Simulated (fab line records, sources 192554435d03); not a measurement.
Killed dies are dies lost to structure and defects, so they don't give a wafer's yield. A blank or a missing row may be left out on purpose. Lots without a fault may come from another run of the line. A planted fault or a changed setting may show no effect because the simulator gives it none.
fab line records | flow n5_finfet
record lots=5 wafers=15 last_day=17
route steps=1938 shown MOL_CONTACT_COAG@532 PASSIVATION@1936
lots that met no fault: from a run of the same line without faults
start_h: hours from the record's first day to the start of the lot's first wafer shown | wait_h: hours since the lot's step before | " the same as in the row above | L1.1+2: a row that stands for several wafers | - no value, or no start given | * or withheld: withheld | < > ~ a bound
route shown NAME@n: a module of which the file shows steps, and the number in the route of the first | usual: mean/standard deviation of fault-free wafers | same: alike in all rows | chamber/n: place in a boat | sites: the reading at each site | _std_site: their standard deviation | _edge_site: outer sites' mean less inner sites' | radius_mm: how far each site lies from the wafer's centre | mask NAME#n: copy n | behind: the tool/chamber that last shaped the wafer | hold: why the lot was held/for how many hours/how that ended | device: the transistor (n, p or np) that didn't switch | end of line: the same wafers' tests at the end of the route | a step without rows: its recipe alone | killed: dies lost to structure and defects at the first sort, not the wafer's yield | map: a wafer's dies, x killed, . not, _ none there
set.NAME: the setting as run; set.NAME@STEP: as run at that earlier step | model.NAME: the simulator's own value behind a step, which no gauge read
lots at some steps of the route; a table a step, a row a wafer
services: from which hour (start_h, from the record's first day; less than 0 if before it) a tool's chamber was out of use, for how many hours, and why
## steps
# step N5_MOL_CONTACT_COAG_ETCH_106
# recipe chemistry=N2/H2 target=SOC target_depth_a=800 overetch_a=160 mask_material=SiARC temp_c=40 time_s=120 ion_energy_ev=200 pressure_mtorr=30 source_w=840 bias_w=150 n2_flow_sccm=200 h2_flow_sccm=200
# step N5_MOL_CONTACT_COAG_STRIP_107
# recipe chemistry=N2/H2 temp_c=40 n2_flow_sccm=200 h2_flow_sccm=200 rf_frequency_hz=6e+07
# step N5_MOL_CONTACT_COAG_STRIP_108
# recipe chemistry=N2/H2 temp_c=40 n2_flow_sccm=200 h2_flow_sccm=200 rf_frequency_hz=6e+07
# step N5_MOL_CONTACT_COAG_CONTACT_ETCH_14
# recipe chemistry=C4F6/O2 target=SiO2 target_depth_a=275 overetch_a=85 mask_material=SOC pressure_mtorr=30 source_w=370 bias_w=185 Ar_flow_sccm=300 C4F6_flow_sccm=16 O2_flow_sccm=10 time_s=20 ion_energy_ev=259.6
# usual drypump_motor_current_A=5.8/0.33 oes_product_au=0.67/0.066 rf_vpp_V=694/3.1 showerhead_plenum_p_Torr=2.92/0.089 throttle_valve_pct=21.26/0.26
# columns lot.wafer tool chamber start_h wait_h drypump_motor_current_A oes_product_au rf_hours_counter_h rf_vpp_V showerhead_plenum_p_Torr throttle_valve_pct
L133.1 rie_diel-03 3 146.74 0.0 5.5 0.63 169 692 2.87 21.54
L133.2 " 0 " " 5.7 0.59 221 696 2.96 21.52
L133.6 " 0 " " 5.7 0.59 - 696 2.96 21.51
L138.2 rie_diel-03 0 175.81 0.0 5.7 0.58 231 696 2.95 21.53
L138.3 " 3 " " 5.5 0.62 180 691 2.86 21.54
L138.6 " 3 " " 5.5 0.62 - 692 2.86 21.57
L140.1 rie_diel-05 0 182.22 0.0 5.7 0.73 39 699 3.06 21.03
L140.2 " 2 " " 5.5 0.72 52 695 2.91 21.15
L140.5 " 3 " " 5.8 0.71 - 690 2.81 21.16
L141.3 rie_diel-04 0 191.19 0.0 6.3 0.61 231 695 2.95 21.29
L141.4 " 1 " " 6.4 0.58 248 695 2.95 21.56
L141.5 " 3 " " 6.2 0.64 - 692 2.86 21.54
L143.1 rie_diel-04 3 202.02 0.0 6.3 0.63 185 692 2.86 21.55
L143.2 " 2 " " 6.1 0.64 170 692 2.86 21.60
L143.5 " 2 " " 6.1 0.64 - 691 2.86 21.60
# step N5_MOL_CONTACT_COAG_STRIP_109
# recipe chemistry=C4F6/O2 resist=SiARC rf_frequency_hz=6e+07
# step N5_MOL_CONTACT_COAG_ETCH_15
# recipe chemistry=CH3F/O2 target=SiNx target_depth_a=70 mask_material=SOC stop_on=Si:P over_etch_frac=0.75 ion_energy_ev=120 pressure_mtorr=30 source_w=395 bias_w=73 Ar_flow_sccm=150 CH3F_flow_sccm=30 O2_flow_sccm=20
# usual drypump_motor_current_A=5.8/0.34 oes_product_au=0.57/0.057 rf_vpp_V=298/3.9 showerhead_plenum_p_Torr=2.03/0.065 throttle_valve_pct=16.33/0.27
# columns lot.wafer tool chamber start_h wait_h drypump_motor_current_A oes_product_au rf_hours_counter_h rf_vpp_V showerhead_plenum_p_Torr throttle_valve_pct
L133.1 rie_diel-03 3 146.77 0.0 5.6 0.54 169 298 1.99 16.63
L133.2 " 0 " " 5.7 0.51 221 301 2.06 16.61
L133.6 " 0 " " 5.7 0.50 - 301 2.06 16.61
L138.2 rie_diel-03 0 175.84 0.0 5.7 0.50 231 303 2.06 16.63
L138.3 " 3 " " 5.6 0.53 180 296 1.99 16.64
L138.6 " 3 " " 5.5 0.53 - 298 1.99 16.65
L140.1 rie_diel-05 0 182.25 0.0 5.7 0.62 39 295 2.13 16.02
L140.2 " 2 " " 5.5 0.62 52 304 2.03 16.22
L140.5 " 3 " " 5.8 0.61 - 292 1.95 16.19
L141.3 rie_diel-04 0 191.23 0.0 6.3 0.52 231 301 2.05 16.43
L141.4 " 1 " " 6.4 0.50 248 295 2.05 16.67
L141.5 " 3 " " 6.3 0.54 - 297 1.99 16.62
L143.1 rie_diel-04 3 202.06 0.0 6.2 0.54 185 297 1.99 16.64
L143.2 " 2 " " 6.0 0.55 170 298 1.98 16.69
L143.5 " 2 " " 6.1 0.55 - 299 1.98 16.69
# step N5_MOL_CONTACT_COAG_ETCH_110
# recipe chemistry=CF4/O2 target=Si target_depth_a=25 time_s=8 pressure_mtorr=100 source_w=200 bias_w=12 ion_energy_ev=60 Ar_flow_sccm=100 cf4_flow_sccm=100 O2_flow_sccm=10
# usual drypump_motor_current_A=5.8/0.33 oes_product_au=0.79/0.083 rf_vpp_V=127.7/2 showerhead_plenum_p_Torr=2.25/0.067 throttle_valve_pct=10.8/0.32
# columns lot.wafer tool chamber start_h wait_h drypump_motor_current_A oes_product_au rf_hours_counter_h rf_vpp_V showerhead_plenum_p_Torr throttle_valve_pct
L133.1 rie_diel-03 3 146.83 0.0 5.5 0.73 169 125.5 2.22 11.1
L133.2 " 0 " " 5.7 0.70 221 128.6 2.28 11.1
L133.6 " 0 " " 5.7 0.70 - 130.1 2.28 11.1
L138.2 rie_diel-03 0 175.90 0.0 5.7 0.67 231 130.3 2.28 11.1
L138.3 " 3 " " 5.5 0.72 180 128.0 2.21 11.1
L138.6 " 3 " " 5.5 0.73 - 125.9 2.21 11.1
L140.1 rie_diel-05 0 182.31 0.0 5.7 0.86 39 127.3 2.36 10.4
L140.2 " 2 " " 5.5 0.85 52 130.0 2.25 10.6
L140.5 " 3 " " 5.8 0.85 - 123.8 2.17 10.5
L141.3 rie_diel-04 0 191.29 0.0 6.2 0.71 231 128.5 2.28 11.0
L141.4 " 1 " " 6.4 0.68 248 127.1 2.28 11.2
L141.5 " 3 " " 6.2 0.75 - 126.9 2.22 11.1
L143.1 rie_diel-04 3 202.12 0.0 6.2 0.75 185 127.9 2.22 11.1
L143.2 " 2 " " 6.1 0.74 170 128.6 2.21 11.1
L143.5 " 2 " " 6.1 0.74 - 127.7 2.21 11.1
# step N5_MOL_CONTACT_COAG_STRIP_98
# recipe chemistry=N2/H2 power_w=500 temp_c=40 pressure_mtorr=50 rf_frequency_hz=6e+07 overash_fraction=0.3 bias_power_w=8 h2_frac=0.5 n2_flow_sccm=300 h2_flow_sccm=300
# step N5_MOL_CONTACT_COAG_CD_MEAS_99
# recipe target_cd_nm=17.2 polarity=opening
# usual cd_nm=17.14/0.28
# columns lot.wafer tool chamber start_h wait_h cd_nm
L133.1 cd_sem-01 - 146.95 - 16.77
L133.2 " - " " 17.18
L133.6 " - " " 17.25
L138.2 cd_sem-03 - 176.02 - 17.47
L138.3 " - " " 17.13
L138.6 " - " " 17.09
L140.1 cd_sem-03 - 182.43 - 17.02
L140.2 " - " " 16.99
L140.5 " - " " 17.20
L141.3 cd_sem-02 - 191.41 - 16.85
L141.4 " - " " 16.82
L141.5 " - " " 17.50
L143.1 cd_sem-03 - 202.23 - 17.38
L143.2 " - " " 16.99
L143.5 " - " " 17.16
# step N5_MOL_CONTACT_COAG_IMPLANT_129
# recipe species=Ge energy_kev=3 dose_cm2=6e+14 tilt_deg=0 rotation_deg=0
# step N5_MOL_CONTACT_COAG_PRECLEAN_111
# recipe chemistry=NF3:NH3 afs_cycles=1 temp_c=30 time_s=20 sublimation_temp_c=180 sublimation_time_s=60 pressure_torr=3 rf_power_w=30
# step N5_MOL_CONTACT_COAG_TI_SIL_19
# recipe material=Ti target_thk_a=42 temp_c=200 chamber_pressure_pa=5 power_w=5000 time_s=15
# usual cathode_dc_power_W=5000.1/0.93 chamber_pressure_pa=5.000/0.011 throttle_valve_pct=30.2/0.94
# columns lot.wafer tool chamber start_h wait_h cathode_dc_power_W chamber_pressure_pa throttle_valve_pct
L133.1 pvd_sputter-03 - 147.51 0.2 5001.2 4.996 28.9
L133.2 " - " " 4999.8 4.989 29.9
L133.6 " - " " 5000.0 4.995 32.0
L138.2 pvd_sputter-02 - 176.79 0.4 4999.4 4.991 29.1
L138.3 " - " " 5000.5 4.993 29.1
L138.6 " - " " 5000.7 4.983 29.1
L140.1 pvd_sputter-03 - 185.58 0.5 5000.6 5.007 29.8
L140.2 " - " " 4999.3 5.005 29.1
L140.5 " - " " 4999.2 4.990 30.2
L141.3 pvd_sputter-01 - 191.90 0.2 5000.2 5.007 32.3
L141.4 " - " " 4998.9 4.997 29.9
L141.5 " - " " 5001.7 4.998 30.4
L143.1 pvd_sputter-03 - 203.13 0.2 5000.8 4.999 31.7
L143.2 " - " " 5001.8 5.003 29.7
L143.5 " - " " 5002.0 5.009 29.7
# step N5_MOL_CONTACT_COAG_ALD_20
# recipe material=TiN target_thk_a=15 temp_c=400 ald_precursor_family=TiCl4 ald_co_reactant=NH3 pulse_time_s=1 purge_time_s=3 co_reactant_purge_time_s=2 co_reactant_pulse_time_s=2 ald_cycles=68 pressure_torr=3
# usual heater_power_w=880/62 precursor_pulse_height_rel=1.002/0.02 susceptor_temp_C=399.98/0.22
# same purge_time_s=3
# columns lot.wafer tool chamber start_h wait_h heater_power_w precursor_pulse_height_rel since_wet_clean_h susceptor_temp_C
L133.1 ald_metal-04 2 147.63 0.1 899 0.999 4426 400.44
L133.2 " 0 " " 825 0.982 4426 399.94
L133.6 " 2 " " 877 1.030 - 400.45
L138.2 ald_metal-04 2 176.91 0.1 876 0.980 4455 400.36
L138.3 " 0 " " 862 1.011 4455 409.77
L138.6 " 0 " " 865 1.034 - 409.48
L140.1 ald_metal-02 0 185.70 0.1 985 1.015 1387 399.86
L140.2 " 3 " " 852 1.001 1387 399.70
L140.5 " 2 " " 831 0.942 - 400.31
L141.3 ald_metal-03 2 192.03 0.1 800 1.012 6009 399.96
L141.4 " 3 " " 819 0.979 6009 400.14
L141.5 " 3 " " 821 1.016 - 399.94
L143.1 ald_metal-03 1 203.26 0.1 928 0.991 6020 399.98
L143.2 " 0 " " 880 1.030 6020 399.92
L143.5 " 2 " " 792 1.012 - 399.91
# step N5_MOL_CONTACT_COAG_SIL_ANNEAL_21
# recipe temp_c=550 time_s=60 ambient=N2
# usual lamp_power_pct=6.22/0.031 lamp_zone_2_pct=6.22/0.032 wafer_temp_C_max=552.7/0.96
# columns lot.wafer tool chamber start_h wait_h lamp_power_pct lamp_zone_2_pct wafer_temp_C_max
L133.1 rtp_anneal-02 0 148.03 0.2 6.25 6.25 554.1
L133.2 " 0 " " 6.25 6.25 553.6
L133.6 " 0 " " 6.26 6.25 553.8
L138.2 rtp_anneal-02 0 177.32 0.2 6.25 6.25 553.6
L138.3 " 0 " " 6.25 6.25 554.0
L138.6 " 0 " " 6.24 6.25 553.4
L140.1 rtp_anneal-01 0 186.08 0.2 6.18 6.20 551.5
L140.2 " 0 " " 6.19 6.19 552.0
L140.5 " 0 " " 6.19 6.18 553.3
L141.3 rtp_anneal-02 0 192.46 0.3 6.24 6.26 554.7
L141.4 " 0 " " 6.26 6.26 553.1
L141.5 " 0 " " 6.26 6.24 552.9
L143.1 rtp_anneal-01 0 203.64 0.2 6.18 6.19 551.5
L143.2 " 0 " " 6.19 6.18 552.5
L143.5 " 0 " " 6.19 6.19 552.1
# step N5_PASSIVATION_PROBE_49
# usual killed_at_M0_to_M3=35/11 killed_at_M4_up=14/5.4 killed_at_contacts=12/6.2 killed_at_front_end=38/11 killed_at_other=4.1/2.8 killed_dies=103/17 killed_open=66/13 killed_short=34/8.2
# same gross_dies=1180 killed_at_back_side=0
# columns lot.wafer tool chamber start_h wait_h killed_at_M0_to_M3 killed_at_M4_up killed_at_contacts killed_at_front_end killed_at_other killed_dies killed_open killed_short
L133.1 prober-01 - 334.77 0.0 23 9 16 28 5 81 47 32
L133.2 prober-01 - 334.82 0.1 37 7 13 49 4 110 71 38
L133.6 prober-01 - 335.02 0.3 28 10 12 34 3 87 54 31
L140.1 prober-01 - 358.57 0.0 40 17 14 21 6 98 71 26
L140.2 prober-01 - 358.62 0.1 41 11 8 19 4 83 57 25
L140.5 prober-01 - 358.77 0.2 34 12 16 37 1 100 76 23
L138.2 prober-02 - 363.01 0.1 34 10 12 43 6 105 72 32
L138.3 prober-02 - 363.06 0.1 22 23 8 50 4 107 71 35
L138.6 prober-02 - 363.21 0.3 38 10 14 46 6 114 72 42
L141.3 prober-01 - 383.39 0.1 29 8 11 52 1 101 68 30
L141.4 prober-01 - 383.44 0.2 24 6 7 39 1 77 46 27
L141.5 prober-01 - 383.49 0.2 20 13 8 29 5 75 46 28
L143.1 prober-02 - 410.95 0.0 25 10 7 66 1 109 81 26
L143.2 prober-02 - 411.00 0.1 49 5 3 58 0 115 87 25
L143.5 prober-02 - 411.15 0.2 31 6 6 46 2 91 59 30
# killed by level:class
L133.1 MOL_CONTACT_COAG:geometric_particle:open=11 FIN_SAQP:geometric_particle:open=9 BEOL_M0_SAQP:geometric_particle:short=6 MOL_CONTACT_COAG:geometric_particle:short=5 BEOL_M3:geometric_particle:open=5 BEOL_M3:geometric_particle:short=4 BEOL_M4:geometric_particle:open=4 FIN_SAQP:geometric_particle:short=3
L133.2 STI_FIN_REVEAL:geometric_particle:open=15 MOL_CONTACT_COAG:geometric_particle:open=11 BEOL_M0_SAQP:geometric_particle:open=10 FIN_SAQP:geometric_particle:open=9 GATE_CUT:geometric_particle:short=6 BEOL_M0_SAQP:geometric_particle:short=6 BEOL_M3:geometric_particle:short=6 BEOL_M1:geometric_particle:open=5
L133.6 FIN_SAQP:geometric_particle:short=12 MOL_CONTACT_COAG:geometric_particle:open=8 BEOL_M0_SAQP:geometric_particle:open=7 BEOL_M3:geometric_particle:open=6 BEOL_M4:geometric_particle:open=6 BEOL_M1:geometric_particle:open=5 MOL_CONTACT_COAG:geometric_particle:short=4 FIN_SAQP:geometric_particle:open=3
L140.1 MOL_CONTACT_COAG:geometric_particle:open=11 BEOL_M0_SAQP:geometric_particle:open=9 BEOL_M2:geometric_particle:open=9 BEOL_M0_SAQP:geometric_particle:short=7 FIN_SAQP:geometric_particle:open=6 BEOL_M4:geometric_particle:open=6 BEOL_M1:geometric_particle:open=5 BEOL_M5:geometric_particle:open=5
L140.2 BEOL_M1:geometric_particle:open=9 BEOL_M3:geometric_particle:open=8 BEOL_M2:geometric_particle:open=7 MOL_CONTACT_COAG:geometric_particle:open=6 BEOL_M0_SAQP:geometric_particle:short=6 BEOL_M0_SAQP:geometric_particle:open=5 BEOL_M4:geometric_particle:open=4 FIN_SAQP:geometric_particle:short=3
L140.5 MOL_CONTACT_COAG:geometric_particle:open=14 BEOL_M2:geometric_particle:open=12 STI_FIN_REVEAL:geometric_particle:open=10 FIN_SAQP:geometric_particle:open=6 DUMMY_GATE:geometric_particle:open=5 BEOL_M0_SAQP:geometric_particle:short=5 BEOL_M1:geometric_particle:open=4 BEOL_M3:geometric_particle:open=4
L138.2 STI_FIN_REVEAL:geometric_particle:open=14 BEOL_M0_SAQP:geometric_particle:open=11 MOL_CONTACT_COAG:geometric_particle:open=10 BEOL_M0_SAQP:geometric_particle:short=9 STARTING-WAFER:geometric_particle:open=7 BEOL_M4:geometric_particle:open=6 FIN_SAQP:geometric_particle:open=4 STI_FIN_REVEAL:geometric_particle:short=4
L138.3 STI_FIN_REVEAL:geometric_particle:open=15 BEOL_M4:geometric_particle:open=14 FIN_SAQP:geometric_particle:open=7 FIN_SAQP:geometric_particle:short=6 MOL_CONTACT_COAG:geometric_particle:open=6 BEOL_M0_SAQP:geometric_particle:open=6 GATE_CUT:geometric_particle:short=5 DUMMY_GATE:geometric_particle:open=4
L138.6 MOL_CONTACT_COAG:geometric_particle:open=11 FIN_SAQP:geometric_particle:open=8 BEOL_M3:geometric_particle:open=8 FIN_SAQP:geometric_particle:short=6 STI_FIN_REVEAL:geometric_particle:open=6 BEOL_M0_SAQP:geometric_particle:open=6 BEOL_M1:geometric_particle:open=6 STI_FIN_REVEAL:geometric_particle:short=5
L141.3 FIN_SAQP:geometric_particle:open=12 BEOL_M2:geometric_particle:open=12 BEOL_M0_SAQP:geometric_particle:open=9 MOL_CONTACT_COAG:geometric_particle:open=8 GATE_CUT:geometric_particle:short=7 FIN_CUT:geometric_particle:short=6 STI_FIN_REVEAL:geometric_particle:open=5 GATE_CUT:geometric_particle:open=5
L141.4 FIN_SAQP:geometric_particle:short=7 FIN_SAQP:geometric_particle:open=7 STI_FIN_REVEAL:geometric_particle:open=7 BEOL_M1:geometric_particle:open=6 MOL_CONTACT_COAG:geometric_particle:open=6 BEOL_M2:geometric_particle:open=4 BEOL_M3:geometric_particle:open=4 FIN_CUT:geometric_particle:short=3
L141.5 MOL_CONTACT_COAG:geometric_particle:open=7 GATE_CUT:geometric_particle:short=5 BEOL_M2:geometric_particle:open=5 BEOL_M0_SAQP:geometric_particle:short=4 BEOL_M1:geometric_particle:open=4 BEOL_M8:geometric_particle:open=4 STARTING-WAFER:geometric_particle:short=4 FIN_SAQP:geometric_particle:short=3
L143.1 STI_FIN_REVEAL:geometric_particle:open=27 FIN_SAQP:geometric_particle:open=12 BEOL_M3:geometric_particle:open=11 FIN_SAQP:geometric_particle:short=10 MOL_CONTACT_COAG:geometric_particle:open=5 BEOL_M0_SAQP:geometric_particle:open=4 BEOL_M7:geometric_particle:open=3 STI_FIN_REVEAL:geometric_particle:short=3
L143.2 FIN_SAQP:geometric_particle:open=23 BEOL_M3:geometric_particle:open=20 BEOL_M1:geometric_particle:open=10 STI_FIN_REVEAL:geometric_particle:open=9 FIN_SAQP:geometric_particle:short=7 DUMMY_GATE:geometric_particle:open=7 BEOL_M0_SAQP:geometric_particle:open=7 BEOL_M0_SAQP:geometric_particle:short=5
L143.5 FIN_SAQP:geometric_particle:open=16 BEOL_M3:geometric_particle:open=9 BEOL_M1:geometric_particle:open=8 GATE_CUT:geometric_particle:short=8 STI_FIN_REVEAL:geometric_particle:open=6 MOL_CONTACT_COAG:geometric_particle:open=6 BEOL_M0_SAQP:geometric_particle:short=6 DUMMY_GATE:geometric_particle:open=5
## services
# columns tool chamber start_h hours kind
pvd_sputter-03 - 131.77 0.5 repair
pvd_sputter-03 - 135.06 2.9 repair
ald_metal-04 1 144.97 1.8 repair
ald_metal-04 - 151.27 0.2 repair
rtp_anneal-02 - 151.31 10.7 pm
ald_metal-02 - 156.57 0.7 repair
ald_metal-04 3 166.35 5.0 repair
rie_diel-04 1 198.07 - clean
rie_diel-04 1 198.07 - consumable_replace:focus_ring
rie_diel-04 1 198.07 16.8 scheduled_down
rie_diel-04 1 198.07 16.8 vent_cycle
## key
first_sign step=N5_MOL_CONTACT_COAG_ALD_20 reading=susceptor_temp_C direction=up sigmas=44 usual=* struck=*
effect none on later readings
met_at N5_MOL_CONTACT_COAG_ALD_20
struck_wafers L138.3,L138.6
tester_left_out L138
onset_between 147.63 176.91
fault kind=process_parameter_drift tool=ald_metal-04 chamber=0 onset_h=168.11 steps=N5_MOL_CONTACT_COAG_ALD_20 channel=temp_c offset=* shape=step end_h=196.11 acts_in=* stated=*
# tester_left_out: of these lots the tester's yield and bins aren't shown, on N5 and GAA mostly nor the transistor test; their killed dies are dies lost to structure and defects alone, not to doping, threshold or leakage, so they don't give the yield
